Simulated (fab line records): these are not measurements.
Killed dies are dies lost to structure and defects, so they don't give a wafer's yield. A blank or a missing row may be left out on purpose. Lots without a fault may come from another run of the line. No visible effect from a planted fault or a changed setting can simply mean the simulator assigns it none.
fab line records ; flow nand_harc ; part 1 of 2: steps 1 to 32 of 45
record: lots: 5; wafers: 15; last_day: 24
route steps=1159 shown A_START@389 A_ZERO_WELL@390 A_SOURCE_PLATE@413 A_ONON_D1@424
lots with no fault: from the same line, run without faults
start_h: hours from the record's first day to the start of the lot's first wafer shown ; wait_h: hours elapsed since this lot's preceding step ; " the same as in the row above ; L1.1+2: several wafers, shown together as one row ; - no value present, or no start provided ; * or withheld: withheld ; < > ~ a bound
route shown NAME@n: NAME is a module with steps in the file, n the number in the route of the first one ; usual: the fault-free wafers' mean and standard deviation ; same: alike in all rows ; chamber/n: place in a boat ; sites: each site's reading ; _std_site: their standard deviation ; _edge_site: mean of outer sites minus mean of inner sites ; radius_mm: for every site, how far away it sits from the centre of the wafer ; mask NAME#n: copy n ; behind: tool/chamber where the wafer was last shaped ; hold: why the lot went on hold/how many hours it stayed there/how the hold came to an end ; device: the transistor (n, p or np) that didn't switch ; end of line: the route-end tests of the same wafers ; a step without rows: its recipe alone ; killed: dies that structure and defects cost at the first sort, which is not the same as the wafer's yield ; map: a wafer's dies, x killed, . not, _ none there
set.NAME: the setting that was run; set.NAME@STEP: the one run at that earlier step ; model.NAME: the simulator's own value behind a step, which no gauge read
lots at selected steps of the route; one table per step, one row per wafer
services: the hour from which a tool's chamber was out of use, counted from the record's first day as start_h (under 0 if before that day), plus the number of hours and why
== steps ==
step: NHARC_A_START_INSPECT_01
usual: raw_defect_count: 3.4/1.9
lot.wafer;tool;chamber;start_h;wait_h;raw_defect_count
L085.3;defect_inspect-01;-;229.66;-;6
L085.4;defect_inspect-01;-;229.66;-;3
L085.6;defect_inspect-01;-;229.66;-;2
L089.1;defect_inspect-01;-;237.99;-;7
L089.2;defect_inspect-01;-;237.99;-;6
L089.3;defect_inspect-01;-;237.99;-;2
L094.3;defect_inspect-01;-;246.66;-;3
L094.5;defect_inspect-01;-;246.66;-;4
L094.6;defect_inspect-01;-;246.66;-;4
L092.1;defect_inspect-02;-;249.03;-;2
L092.4;defect_inspect-02;-;249.03;-;2
L092.5;defect_inspect-02;-;249.03;-;2
L095.1;defect_inspect-02;-;262.06;-;2
L095.5;defect_inspect-02;-;262.06;-;2
L095.6;defect_inspect-02;-;262.06;-;2
step: NHARC_A_ZERO_WELL_PRECLEAN_00
recipe: time_s: 600; temp_c: 120; chemistry: SPM
usual: temp_c: 120.02/0.14
lot.wafer;tool;chamber;start_h;wait_h;temp_c
L085.3;wet_bench-07;3;229.74;0.1;119.89
L085.4;wet_bench-07;5;229.74;0.1;120.01
L085.6;wet_bench-07;0;229.74;0.1;120.08
L089.3;wet_bench-01;6;238.07;0.1;120.28
L089.1;wet_bench-01;7;238.07;0.1;120.11
L089.2;wet_bench-01;2;238.07;0.1;120.00
L094.6;wet_bench-07;3;246.75;0.1;120.06
L094.5;wet_bench-07;5;246.75;0.1;120.22
L094.3;wet_bench-07;0;246.75;0.1;120.25
L092.5;wet_bench-07;1;249.11;0.1;119.89
L092.1;wet_bench-07;2;249.11;0.1;119.72
L092.4;wet_bench-07;6;249.11;0.1;119.93
L095.1;wet_bench-04;0;262.15;0.1;120.12
L095.5;wet_bench-04;1;262.15;0.1;119.88
L095.6;wet_bench-04;2;262.15;0.1;120.06
step: NHARC_A_ZERO_WELL_SRD_01
lot.wafer;tool;chamber;start_h;wait_h
L085.3+4+6;wet_bench-07;3,5,0;-;-
L089.3+1+2;wet_bench-01;6,7,2;-;-
L094.6+5+3;wet_bench-07;3,5,0;-;-
L092.5+1+4;wet_bench-07;1,2,6;-;-
L095.1+5+6;wet_bench-04;0,1,2;-;-
step: NHARC_A_ZERO_WELL_DEHYDRATE_02
recipe: temp_c: 150; time_s: 120
lot.wafer;tool;chamber;start_h;wait_h
L085.3+4+6;litho_track-03;0;230.05;-
L089.1+2+3;litho_track-02;0;238.39;-
L094.3+5+6;litho_track-05;0;247.06;-
L092.1+4+5;litho_track-03;0;249.43;-
L095.1+5+6;litho_track-03;0;262.47;-
step: NHARC_A_ZERO_WELL_HMDS_03
recipe: time_s: 30
lot.wafer;tool;chamber;start_h;wait_h
L085.3+4+6;litho_track-03;0;-;-
L089.1+2+3;litho_track-02;0;-;-
L094.3+5+6;litho_track-05;0;-;-
L092.1+4+5;litho_track-03;0;-;-
L095.1+5+6;litho_track-03;0;-;-
step: NHARC_A_ZERO_WELL_COAT_18
recipe: temp_c: 200; time_s: 65
lot.wafer;tool;chamber;start_h;wait_h
L085.3+4+6;litho_track-03;0;-;-
L089.1+2+3;litho_track-02;0;-;-
L094.3+5+6;litho_track-05;0;-;-
L092.1+4+5;litho_track-03;0;-;-
L095.1+5+6;litho_track-03;0;-;-
step: NHARC_A_ZERO_WELL_COAT_04
recipe: spin_rpm: 2000; resist_thk_nm: 600
lot.wafer;tool;chamber;start_h;wait_h
L085.3+4+6;litho_track-03;0;-;-
L089.1+2+3;litho_track-02;0;-;-
L094.3+5+6;litho_track-05;0;-;-
L092.1+4+5;litho_track-03;0;-;-
L095.1+5+6;litho_track-03;0;-;-
step: NHARC_A_ZERO_WELL_SOFTBAKE_05
recipe: temp_c: 125; time_s: 70
lot.wafer;tool;chamber;start_h;wait_h
L085.3+4+6;litho_track-03;0;-;-
L089.1+2+3;litho_track-02;0;-;-
L094.3+5+6;litho_track-05;0;-;-
L092.1+4+5;litho_track-03;0;-;-
L095.1+5+6;litho_track-03;0;-;-
step: NHARC_A_ZERO_WELL_EBR_06
lot.wafer;tool;chamber;start_h;wait_h
L085.3+4+6;litho_track-03;0;-;-
L089.1+2+3;litho_track-02;0;-;-
L094.3+5+6;litho_track-05;0;-;-
L092.1+4+5;litho_track-03;0;-;-
L095.1+5+6;litho_track-03;0;-;-
step: NHARC_A_ZERO_WELL_EXPOSE_07
recipe: na: 0.55; dose_mj: 33.85; mask_id: A_ZERO
lot.wafer;tool;chamber;start_h;wait_h;mask
L085.3+4+6;krf_scanner-02;0;230.35;-;A_ZERO#0
L089.1+2+3;krf_scanner-02;0;238.67;-;A_ZERO#0
L094.3+5+6;krf_scanner-02;0;247.36;-;A_ZERO#0
L092.1+4+5;krf_scanner-04;0;249.72;-;A_ZERO#0
L095.1+5+6;krf_scanner-04;0;262.64;-;A_ZERO#0
step: NHARC_A_ZERO_WELL_PEB_08
recipe: peb_temp_c: 128; peb_time_s: 80
same: peb_time_s: 80
lot.wafer;tool;chamber;start_h;wait_h
L085.3+4+6;litho_track-02;0;230.41;0.1
L089.1+2+3;litho_track-02;0;238.74;0.1
L094.3+5+6;litho_track-05;0;247.42;0.1
L092.1+4+5;litho_track-03;0;249.78;0.1
L095.1+5+6;litho_track-02;0;262.70;0.1
step: NHARC_A_ZERO_WELL_DEVELOP_09
recipe: time_s: 50; dev_temp_c: 22
lot.wafer;tool;chamber;start_h;wait_h
L085.3+4+6;litho_track-02;0;-;-
L089.1+2+3;litho_track-02;0;-;-
L094.3+5+6;litho_track-05;0;-;-
L092.1+4+5;litho_track-03;0;-;-
L095.1+5+6;litho_track-02;0;-;-
step: NHARC_A_ZERO_WELL_CD_MEAS_10
recipe: target_cd_nm: 2000; landing_energy_ev: 500
usual: cd_nm: 2000.0/2
lot.wafer;tool;chamber;start_h;wait_h;cd_nm
L085.3;cd_sem-02;0;230.50;-;1998.0
L085.4;cd_sem-02;0;230.50;-;1999.2
L085.6;cd_sem-02;0;230.50;-;1999.7
L089.1;cd_sem-01;0;238.82;-;1997.7
L089.2;cd_sem-01;0;238.82;-;1998.4
L089.3;cd_sem-01;0;238.82;-;1995.2
L094.3;cd_sem-01;0;247.51;-;2000.9
L094.5;cd_sem-01;0;247.51;-;2003.9
L094.6;cd_sem-01;0;247.51;-;2001.8
L092.1;cd_sem-03;0;249.87;-;2000.8
L092.4;cd_sem-03;0;249.87;-;1999.6
L092.5;cd_sem-03;0;249.87;-;2000.5
L095.1;cd_sem-03;0;262.79;-;1996.3
L095.5;cd_sem-03;0;262.79;-;1996.5
L095.6;cd_sem-03;0;262.79;-;1997.7
step: NHARC_A_ZERO_WELL_HARDBAKE_11
recipe: temp_c: 118; time_s: 65
lot.wafer;tool;chamber;start_h;wait_h
L085.3+4+6;litho_track-05;0;230.59;-
L089.1+2+3;litho_track-03;0;238.90;-
L094.3+5+6;litho_track-02;0;247.59;-
L092.1+4+5;litho_track-03;0;249.95;-
L095.1+5+6;litho_track-05;0;262.87;-
step: NHARC_A_ZERO_WELL_DESCUM_12
recipe: time_s: 3; o2_flow_sccm: 200; ar_flow_sccm: 0; bias_power_w: 0; chemistry: O2
usual: drypump_motor_current_A: 5.80/0.28; oes_product_au: 0.995/0.011; rf_vpp_V: 57.8/0.85; showerhead_plenum_p_Torr: 1.96/0.088; throttle_valve_pct: 11.312/0.0097
lot.wafer;tool;chamber;start_h;wait_h;drypump_motor_current_A;oes_product_au;rf_hours_counter_h;rf_vpp_V;showerhead_plenum_p_Torr;throttle_valve_pct
L085.4;rie_diel-05;1;230.66;-;5.51;1.000;3;57.5;1.80;11.325
L085.3;rie_diel-05;0;230.66;-;6.12;1.006;3;57.7;2.04;11.317
L085.6;rie_diel-05;1;230.66;-;5.50;0.999;-;57.4;1.80;11.307
L089.3;rie_diel-01;2;238.98;-;5.87;0.977;7;59.0;2.01;11.315
L089.1;rie_diel-01;3;238.98;-;5.15;0.988;7;58.1;2.01;11.289
L089.2;rie_diel-01;1;238.98;-;5.80;0.983;7;57.4;2.01;11.311
L094.3;rie_diel-13;3;247.68;-;6.17;1.013;13;58.8;2.06;11.308
L094.5;rie_diel-13;0;247.68;-;5.65;1.010;-;57.2;1.87;11.311
L094.6;rie_diel-13;1;247.68;-;5.70;0.985;-;58.0;2.03;11.325
L092.1;rie_diel-05;1;250.04;-;5.51;0.996;5;58.5;1.80;11.309
L092.4;rie_diel-05;2;250.04;-;6.16;1.006;5;57.9;1.87;11.321
L092.5;rie_diel-05;0;250.04;-;6.20;0.997;-;57.0;2.04;11.328
L095.1;rie_diel-01;1;262.96;-;5.83;0.987;9;57.1;2.01;11.306
L095.6;rie_diel-01;0;262.96;-;5.62;1.001;-;57.7;1.95;11.309
L095.5;rie_diel-01;1;262.96;-;5.81;0.995;-;57.5;2.01;11.315
step: NHARC_A_ZERO_WELL_ETCH_19
recipe: target_depth_a: 800; overetch_a: 240; time_s: 87.88; ion_energy_ev: 200; n2_flow_sccm: 150; h2_flow_sccm: 150; ar_flow_sccm: 0; rf_w: 400; bias_w: 150; chemistry: N2/H2
usual: drypump_motor_current_A: 5.80/0.27; oes_product_au: 0.994/0.011; rf_vpp_V: 431.8/2.7; showerhead_plenum_p_Torr: 2.08/0.094; throttle_valve_pct: 14.171/0.0097
lot.wafer;tool;chamber;start_h;wait_h;drypump_motor_current_A;oes_product_au;rf_hours_counter_h;rf_vpp_V;showerhead_plenum_p_Torr;throttle_valve_pct
L085.4;rie_diel-05;1;230.75;0.1;5.51;0.985;3;427.4;1.92;14.175
L085.3;rie_diel-05;2;230.75;0.1;6.19;1.011;4;430.3;2.00;14.178
L085.6;rie_diel-05;1;230.75;0.1;5.51;0.997;-;426.5;1.92;14.174
L089.2;rie_diel-01;1;239.08;0.1;5.80;0.980;7;434.8;2.15;14.161
L089.1;rie_diel-01;2;239.08;0.1;5.85;0.973;7;432.0;2.14;14.165
L089.3;rie_diel-01;3;239.08;0.1;5.14;0.981;7;434.0;2.15;14.178
L094.3;rie_diel-13;1;247.75;0.1;5.71;0.989;15;434.1;2.17;14.180
L094.5;rie_diel-13;0;247.75;0.1;5.65;1.002;-;430.1;1.99;14.163
L094.6;rie_diel-13;1;247.75;0.1;5.68;0.995;-;434.1;2.17;14.174
L092.1;rie_diel-05;2;250.12;0.1;6.14;1.006;5;429.3;2.00;14.150
L092.4;rie_diel-05;0;250.12;0.1;6.12;0.985;5;433.8;2.18;14.173
L092.5;rie_diel-05;1;250.12;0.1;5.53;0.995;-;427.2;1.92;14.176
L095.1;rie_diel-01;3;263.05;0.1;5.15;0.982;9;434.0;2.15;14.171
L095.5;rie_diel-01;1;263.05;0.1;5.81;0.984;-;433.0;2.15;14.162
L095.6;rie_diel-01;2;263.05;0.1;5.90;0.983;-;432.8;2.14;14.167
step: NHARC_A_ZERO_WELL_ETCH_13
recipe: target_depth_a: 1200; time_s: 40.1; hbr_flow_sccm: 150; cl2_flow_sccm: 50; rf_w: 400; icp_w: 400; bias_w: 100; chemistry: HBr/Cl2
usual: drypump_motor_current_A: 5.6/0.45; oes_product_au: 0.998/0.011; throttle_valve_pct: 26.406/0.0096
lot.wafer;tool;chamber;start_h;wait_h;drypump_motor_current_A;oes_product_au;rf_hours_counter_h;throttle_valve_pct
L085.3;rie_si-02;2;230.87;-;5.2;0.994;0.0;26.396
L085.4;rie_si-02;3;230.87;-;5.0;1.008;0.0;26.397
L085.6;rie_si-02;3;230.87;-;5.0;1.015;-;26.408
L089.2;rie_si-02;0;239.20;-;5.5;1.004;0.1;26.420
L089.1;rie_si-02;1;239.20;-;5.8;0.985;0.1;26.401
L089.3;rie_si-02;2;239.20;-;5.2;0.995;0.2;26.389
L094.3;rie_si-04;0;247.86;-;5.6;0.983;1.0;26.405
L094.5;rie_si-04;0;247.86;-;5.6;0.980;-;26.418
L094.6;rie_si-04;1;247.86;-;5.0;1.008;-;26.399
L092.4;rie_si-02;1;250.23;-;5.8;0.998;0.2;26.396
L092.1;rie_si-02;0;250.23;-;5.5;0.996;0.3;26.397
L092.5;rie_si-02;2;250.23;-;5.2;1.008;-;26.416
L095.1;rie_si-04;2;263.17;-;5.5;0.985;1.3;26.399
L095.6;rie_si-04;2;263.17;-;5.5;0.987;-;26.424
L095.5;rie_si-04;3;263.17;-;5.3;1.005;-;26.418
step: NHARC_A_ZERO_WELL_STRIP_14
recipe: time_s: 900; temp_c: 130; chemistry: SPM
usual: temp_c: 130.00/0.14
lot.wafer;tool;chamber;start_h;wait_h;temp_c
L085.4;wet_bench-04;6;231.02;-;129.88
L085.3;wet_bench-04;7;231.02;-;130.07
L085.6;wet_bench-04;0;231.02;-;130.16
L089.1;wet_bench-07;3;239.35;-;129.96
L089.2;wet_bench-07;4;239.35;-;130.09
L089.3;wet_bench-07;6;239.35;-;129.98
L094.5;wet_bench-04;0;248.01;-;129.94
L094.6;wet_bench-04;1;248.01;-;129.90
L094.3;wet_bench-04;3;248.01;-;130.06
L092.4;wet_bench-04;7;250.40;-;130.06
L092.5;wet_bench-04;0;250.40;-;129.79
L092.1;wet_bench-04;1;250.40;-;129.69
L095.5;wet_bench-07;2;263.33;-;129.97
L095.1;wet_bench-07;3;263.33;-;130.11
L095.6;wet_bench-07;4;263.33;-;129.99
step: NHARC_A_ZERO_WELL_IMPLANT_15
recipe: energy_kev: 150; dose_cm2: 1e+13; tilt_deg: 7
lot.wafer;tool;chamber;start_h;wait_h
L085.3+4+6;implanter-01;0;231.50;0.1
L089.1+2+3;implanter-02;0;239.76;0.1
L094.3+5+6;implanter-01;0;248.47;0.1
L092.1+4+5;implanter-01;0;250.81;0.1
L095.1+5+6;implanter-02;0;263.73;0.1
step: NHARC_A_ZERO_WELL_PRECLEAN_22
recipe: time_s: 60; temp_c: 50; bath_age_min: 0; chemistry: SC1
usual: h2o2_flow_mL_min: 56.60/0.18; temp_c: 50.00/0.12
same: bath_age_min: 0
lot.wafer;tool;chamber;start_h;wait_h;h2o2_flow_mL_min;temp_c
L085.4;wet_bench-04;6;231.65;0.1;56.64;49.85
L085.3;wet_bench-04;0;231.65;0.1;56.56;50.13
L085.6;wet_bench-04;1;231.65;0.1;56.78;49.90
L089.3;wet_bench-04;4;239.97;0.1;56.66;49.85
L089.1;wet_bench-04;5;239.97;0.1;56.38;50.07
L089.2;wet_bench-04;7;239.97;0.1;56.82;50.14
L094.6;wet_bench-04;7;248.64;0.0;56.52;50.03
L094.5;wet_bench-04;0;248.64;0.0;56.63;50.02
L094.3;wet_bench-04;1;248.64;0.0;56.60;50.07
L092.4;wet_bench-07;4;251.02;0.1;56.67;49.72
L092.1;wet_bench-07;6;251.02;0.1;56.51;49.90
L092.5;wet_bench-07;0;251.02;0.1;56.67;49.92
L095.1;wet_bench-01;7;263.95;0.2;56.57;50.13
L095.5;wet_bench-01;0;263.95;0.2;56.09;49.90
L095.6;wet_bench-01;2;263.95;0.2;56.10;49.96
step: NHARC_A_ZERO_WELL_SRD_23
lot.wafer;tool;chamber;start_h;wait_h
L085.4+3+6;wet_bench-04;6,0,1;-;-
L089.3+1+2;wet_bench-04;4,5,7;-;-
L094.6+5+3;wet_bench-04;7,0,1;-;-
L092.4+1+5;wet_bench-07;4,6,0;-;-
L095.1+5+6;wet_bench-01;7,0,2;-;-
step: NHARC_A_ZERO_WELL_RTA_16
recipe: temp_c: 1000; time_s: 10
usual: lamp_power_pct: 31/3.1; lamp_zone_6_pct: 31/3.1; wafer_temp_C_max: 1004.4/1.1
lot.wafer;tool;chamber;start_h;wait_h;lamp_power_pct;lamp_zone_6_pct;wafer_temp_C_max
L085.3;rtp_anneal-02;0;231.85;-;28;28;1004.7
L085.4;rtp_anneal-02;0;231.85;-;28;28;1002.3
L085.6;rtp_anneal-02;0;231.85;-;28;28;1005.2
L089.1;rtp_anneal-02;0;240.11;-;28;28;1003.9
L089.2;rtp_anneal-02;0;240.11;-;28;28;1003.0
L089.3;rtp_anneal-02;0;240.11;-;28;28;1004.1
L094.3;rtp_anneal-02;0;248.82;-;28;28;1003.8
L094.5;rtp_anneal-02;0;248.82;-;28;28;1005.0
L094.6;rtp_anneal-02;0;248.82;-;28;28;1003.1
L092.1;rtp_anneal-01;0;251.16;-;35;34;1005.5
L092.4;rtp_anneal-01;0;251.16;-;35;34;1005.0
L092.5;rtp_anneal-01;0;251.16;-;35;34;1005.5
L095.1;rtp_anneal-02;0;264.30;-;28;28;1003.7
L095.5;rtp_anneal-02;0;264.30;-;28;28;1004.2
L095.6;rtp_anneal-02;0;264.30;-;28;28;1004.2
step: NHARC_A_ZERO_WELL_INSPECT_17
usual: raw_defect_count: 12/5.8
lot.wafer;tool;chamber;start_h;wait_h;raw_defect_count
L085.3;defect_inspect-02;-;231.99;0.1;24
L085.4;defect_inspect-02;-;231.99;0.1;24
L085.6;defect_inspect-02;-;231.99;0.1;13
L089.1;defect_inspect-02;-;240.30;0.2;17
L089.2;defect_inspect-02;-;240.30;0.2;20
L089.3;defect_inspect-02;-;240.30;0.2;13
L094.3;defect_inspect-01;-;248.99;0.1;6
L094.5;defect_inspect-01;-;248.99;0.1;6
L094.6;defect_inspect-01;-;248.99;0.1;5
L092.1;defect_inspect-01;-;251.36;0.2;10
L092.4;defect_inspect-01;-;251.36;0.2;16
L092.5;defect_inspect-01;-;251.36;0.2;7
L095.1;defect_inspect-01;-;264.50;0.2;16
L095.5;defect_inspect-01;-;264.50;0.2;8
L095.6;defect_inspect-01;-;264.50;0.2;17
step: NHARC_A_SOURCE_PLATE_PRECLEAN_00
recipe: time_s: 60; chemistry: HF-LAST
lot.wafer;tool;chamber;start_h;wait_h
L085.4+3+6;wet_bench-06;3,4,5;232.05;0.1
L089.3+2+1;wet_bench-06;0,1,3;240.36;0.1
L094.5+6+3;wet_bench-03;4,6,7;249.04;0.0
L092.5+4+1;wet_bench-03;0,3,4;251.41;0.0
L095.1+6+5;wet_bench-06;1,2,5;264.55;0.1
step: NHARC_A_SOURCE_PLATE_SRD_01
lot.wafer;tool;chamber;start_h;wait_h
L085.4+3+6;wet_bench-06;3,4,5;-;-
L089.3+2+1;wet_bench-06;0,1,3;-;-
L094.5+6+3;wet_bench-03;4,6,7;-;-
L092.5+4+1;wet_bench-03;0,3,4;-;-
L095.1+6+5;wet_bench-06;1,2,5;-;-
step: NHARC_A_SOURCE_PLATE_OXIDE_02
recipe: target_thk_a: 100; temp_c: 900; ox_time_s: 1362; material: SiO2
usual: zone_power_centre_pct: 17.5/1.7
lot.wafer;tool;chamber;start_h;wait_h;zone_power_centre_pct
L085.3;furnace-01;0;235.35;-;16.2
L085.4;furnace-01;0;235.35;-;16.5
L085.6;furnace-01;0;235.35;-;16.4
L089.1;furnace-01;0;242.92;-;16.3
L089.2;furnace-01;0;242.92;-;16.6
L089.3;furnace-01;0;242.92;-;16.6
L092.1;furnace-01;0;252.35;-;16.7
L092.4;furnace-01;0;252.35;-;16.2
L092.5;furnace-01;0;252.35;-;16.5
L094.3;furnace-01;0;252.35;-;16.3
L094.5;furnace-01;0;252.35;-;16.4
L094.6;furnace-01;0;252.35;-;16.2
L095.1;furnace-04;0;267.55;-;20.6
L095.5;furnace-04;0;267.55;-;20.5
L095.6;furnace-04;0;267.55;-;19.8
step: NHARC_A_SOURCE_PLATE_THK_MEAS_09
recipe: thk_meas_gauge: ellipsometry
usual: thk_nm: 9.8/1
lot.wafer;tool;chamber;start_h;wait_h;thk_nm
L085.3;film_metro-02;-;239.38;0.4;9.7
L085.4;film_metro-02;-;239.38;0.4;9.9
L085.6;film_metro-02;-;239.38;0.4;8.1
L089.1;film_metro-02;-;246.96;0.4;11.2
L089.2;film_metro-02;-;246.96;0.4;9.1
L089.3;film_metro-02;-;246.96;0.4;10.1
L094.3;film_metro-01;-;256.43;0.4;11.8
L094.5;film_metro-01;-;256.43;0.4;9.3
L094.6;film_metro-01;-;256.43;0.4;7.2
L092.1;film_metro-01;-;256.43;0.4;11.2
L092.4;film_metro-01;-;256.43;0.4;10.0
L092.5;film_metro-01;-;256.43;0.4;11.4
L095.1;film_metro-02;-;271.63;0.4;9.2
L095.5;film_metro-02;-;271.63;0.4;10.0
L095.6;film_metro-02;-;271.63;0.4;9.2
step: NHARC_A_SOURCE_PLATE_PVD_04
recipe: target_thk_a: 500; material: WSi2
lot.wafer;tool;chamber;start_h;wait_h
L085.3+4+6;pvd_sputter-03;-;239.44;0.1
L089.2+1+3;pvd_sputter-02;-;247.07;0.1
L094.3+5+6;pvd_sputter-02;-;256.52;0.1
L092.1+4+5;pvd_sputter-03;-;256.60;0.2
L095.1+5+6;pvd_sputter-01;-;271.75;0.1
step: NHARC_A_SOURCE_PLATE_CVD_03
recipe: target_thk_a: 2000; temp_c: 620; pressure_mtorr: 200; time_s: 4000; material: poly-Si
usual: zone_power_centre_pct: 9.1/0.62
lot.wafer;tool;chamber;start_h;wait_h;zone_power_centre_pct
L085.3;lpcvd_poly-02;0;242.13;-;9.4
L085.4;lpcvd_poly-02;0;242.13;-;9.2
L085.6;lpcvd_poly-02;0;242.13;-;9.2
L089.1;lpcvd_poly-04;0;249.51;-;8.7
L089.2;lpcvd_poly-04;0;249.51;-;8.8
L089.3;lpcvd_poly-04;0;249.51;-;8.6
L092.1;lpcvd_poly-04;0;258.99;-;8.9
L092.4;lpcvd_poly-04;0;258.99;-;8.6
L092.5;lpcvd_poly-04;0;258.99;-;8.7
L094.3;lpcvd_poly-04;0;258.99;-;8.6
L094.5;lpcvd_poly-04;0;258.99;-;8.8
L094.6;lpcvd_poly-04;0;258.99;-;8.7
L095.1;lpcvd_poly-01;0;274.20;-;10.4
L095.5;lpcvd_poly-01;0;274.20;-;10.6
L095.6;lpcvd_poly-01;0;274.20;-;10.6
step: NHARC_A_SOURCE_PLATE_ANNEAL_05
recipe: temp_c: 850; time_s: 1800
usual: zone_power_centre_pct: 15.6/1.5
lot.wafer;tool;chamber;start_h;wait_h;zone_power_centre_pct
L085.3;furnace-04;0;248.45;3.2;17.8
L085.4;furnace-04;0;248.45;3.2;17.8
L085.6;furnace-04;0;248.45;3.2;17.9
L089.1;furnace-01;0;256.11;3.5;14.8
L089.2;furnace-01;0;256.11;3.5;14.8
L089.3;furnace-01;0;256.11;3.5;14.7
L092.1;furnace-01;0;265.62;3.5;14.7
L092.4;furnace-01;0;265.62;3.5;14.7
L092.5;furnace-01;0;265.62;3.5;14.8
L094.3;furnace-01;0;265.62;3.5;14.2
L094.5;furnace-01;0;265.62;3.5;15.0
L094.6;furnace-01;0;265.62;3.5;14.8
L095.1;furnace-04;0;280.51;3.2;18.1
L095.5;furnace-04;0;280.51;3.2;18.0
L095.6;furnace-04;0;280.51;3.2;17.9
step: NHARC_A_SOURCE_PLATE_THK_MEAS_06
recipe: thk_meas_gauge: ellipsometry
usual: thk_nm: 199.3/2.2
lot.wafer;tool;chamber;start_h;wait_h;thk_nm
L085.3;film_metro-02;-;252.38;0.4;197.3
L085.4;film_metro-02;-;252.38;0.4;197.4
L085.6;film_metro-02;-;252.38;0.4;198.7
L089.1;film_metro-01;-;260.07;0.4;198.9
L089.2;film_metro-01;-;260.07;0.4;200.7
L089.3;film_metro-01;-;260.07;0.4;200.9
L092.1;film_metro-01;-;269.54;0.4;197.8
L092.4;film_metro-01;-;269.54;0.4;196.8
L092.5;film_metro-01;-;269.54;0.4;197.8
L094.3;film_metro-02;-;269.54;0.4;200.7
L094.5;film_metro-02;-;269.54;0.4;200.1
L094.6;film_metro-02;-;269.54;0.4;197.8
L095.1;film_metro-02;-;284.43;0.4;199.8
L095.5;film_metro-02;-;284.43;0.4;200.3
L095.6;film_metro-02;-;284.43;0.4;196.5
step: NHARC_A_SOURCE_PLATE_INSPECT_08
usual: raw_defect_count: 62/23
lot.wafer;tool;chamber;start_h;wait_h;raw_defect_count
L085.3;defect_inspect-02;-;252.44;0.0;71
L085.4;defect_inspect-02;-;252.44;0.0;105
L085.6;defect_inspect-02;-;252.44;0.0;114
L089.1;defect_inspect-02;-;260.13;0.0;28
L089.2;defect_inspect-02;-;260.13;0.0;55
L089.3;defect_inspect-02;-;260.13;0.0;67
L092.1;defect_inspect-02;-;269.60;0.0;58
L092.4;defect_inspect-02;-;269.60;0.0;80
L092.5;defect_inspect-02;-;269.60;0.0;50
L094.3;defect_inspect-01;-;269.63;0.0;61
L094.5;defect_inspect-01;-;269.63;0.0;51
L094.6;defect_inspect-01;-;269.63;0.0;38
L095.1;defect_inspect-01;-;284.49;0.0;31
L095.5;defect_inspect-01;-;284.49;0.0;64
L095.6;defect_inspect-01;-;284.49;0.0;50
